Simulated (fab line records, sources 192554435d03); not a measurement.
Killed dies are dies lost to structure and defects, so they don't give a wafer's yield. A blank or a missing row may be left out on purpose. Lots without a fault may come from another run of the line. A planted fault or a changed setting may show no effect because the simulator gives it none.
Chamber matching | flow n5_finfet | N5_BEOL_M6_CURE_74 on uv_cure-03: 3 sister chambers
The step cures SiCOH lowk, time 240 s. 3 wafers are shown with their chamber, then 9 later ones without.

WAFERS WITH THEIR CHAMBER
wafer  | chamber | wafer_temp_C_max
L077.5 | 1       | 386.8
L084.4 | 0       | 387.8
L088.5 | 2       | 385.9

WAFERS WITHOUT THEIR CHAMBER
wafer  | wafer_temp_C_max
L094.4 | 386.2
L094.5 | 386.1
L094.6 | 385.9
L095.1 | 386.7
L095.5 | 386.1
L095.6 | 386.0
L096.1 | 387.0
L096.2 | 386.4
L096.3 | 386.3

WHICH CHAMBER EACH WENT THROUGH
wafer  | from the rows above     | in truth
L094.4 | can't be placed: 2 or 1 | 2
L094.5 | 2                       | 2
L094.6 | 2                       | 2
L095.1 | 1                       | 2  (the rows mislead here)
L095.5 | 2                       | 2
L095.6 | 2                       | 2
L096.1 | 1                       | 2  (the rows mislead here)
L096.2 | can't be placed: 1 or 2 | 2
L096.3 | can't be placed: 2 or 1 | 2
Placed correctly: 4 of 9. Can't be placed from these rows: 3 (the true chamber is among the candidates in 3). Placed wrongly: 2.
How it was worked out, from the rows above alone: a wafer's distance from a chamber is the root of the sum, over the readings, of the square of ((its reading less the chamber's mean) divided by the reading's scatter). The wafer belongs to the nearest chamber; if the next one is less than 2 further off, it can't be placed. A chamber's mean is the mean of its shown wafers. The scatter: with one shown wafer a chamber, the root of the mean of the squares of how far each hidden wafer lies from its nearest shown one.
